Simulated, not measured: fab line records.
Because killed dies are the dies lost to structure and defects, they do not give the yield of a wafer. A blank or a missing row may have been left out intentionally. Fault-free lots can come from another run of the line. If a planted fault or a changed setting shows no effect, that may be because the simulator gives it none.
Which tool is to blame? | flow n5_finfet | Sampling: 10 lots, 30 wafers, 3 of 1938 route steps

== WHAT EACH GAUGE READ, for each wafer ==
N5_SD_EPI_P_EPI_MEAS_23.
lot  | measured    | on            | thk_nm (nm)
L075 | day 3 18:17 | film_metro-01 | 62.4 61.6 60.8
L077 | day 4 10:09 | film_metro-02 | 60.5 59.9 59.6
L080 | day 4 21:50 | film_metro-02 | 59.7 60.2 60.7
L082 | day 5 13:19 | film_metro-02 | 61.3 60.0 60.9
L084 | day 5 20:31 | film_metro-02 | 59.3 60.1 62.8
L087 | day 6 17:08 | film_metro-02 | 60.3 62.0 62.5
L089 | day 7 02:01 | film_metro-02 | 59.1 63.5 61.2
L091 | day 7 14:44 | film_metro-01 | 63.0 61.9 63.9
L095 | day 8 13:41 | film_metro-02 | 60.7 63.5 60.6
L097 | day 9 07:28 | film_metro-01 | 64.2 61.6 61.4

== TOOL THAT RAN EACH LOT (tool first, then ch and the chambers of the sampled wafers, then the start) ==
lot  | N5_SD_EPI_P_ETCH_37               | N5_SD_EPI_P_ETCH_16
L075 | rie_diel-01 ch 0,2,3, day 3 13:59 | rie_diel-01 ch 0,2,3, day 3 14:31
L077 | rie_diel-04 ch 0,1, day 4 06:42   | rie_diel-04 ch 0,1, day 4 07:13
L080 | rie_diel-03 ch 0,3, day 4 18:19   | rie_diel-03 ch 0,3, day 4 18:50
L082 | rie_diel-03 ch 1,2, day 5 09:01   | rie_diel-03 ch 1,2, day 5 09:32
L084 | rie_diel-04 ch 1,2,3, day 5 17:04 | rie_diel-04 ch 1,2,3, day 5 17:35
L087 | rie_diel-01 ch 0,2,3, day 6 12:50 | rie_diel-01 ch 0,2,3, day 6 13:22
L089 | rie_diel-04 ch 2,3, day 6 21:43   | rie_diel-04 ch 2,3, day 6 22:15
L091 | rie_diel-01 ch 0,1,2, day 7 11:16 | rie_diel-01 ch 0,1,2, day 7 11:48
L095 | rie_diel-03 ch 1,2,3, day 8 10:14 | rie_diel-03 ch 1,2,3, day 8 10:46
L097 | rie_diel-04 ch 1,3, day 9 04:01   | rie_diel-04 ch 1,3, day 9 04:32
- N5_SD_EPI_P_ETCH_37: etches SOC in N2/H2, overetch 108 nm, time 486 s.
- N5_SD_EPI_P_ETCH_16: etches SiO2 in CHF3/O2, target depth 5 nm.

== THE ANSWER, worked out from the rows above alone ==
Rule: usual is defined by the lots themselves. The widest of any qualifying gaps counts: lots, ordered by their means at a reading, are off when they make up no more than a third of the lots, leave a main group of 4 or more, and stand apart from it by 3 or more times the standard deviation of that group's means. If all means in a main group match to the digits the tables above print for the reading, that group is not used. A lot without any number at a reading at which 4 lots or more have one is off too. Any other lot the step has rows for is counted as sound.
No lot is off on any of the readings shown, so nothing can be concluded from this.

== WHAT THE SIMULATOR HAD INSERTED ==
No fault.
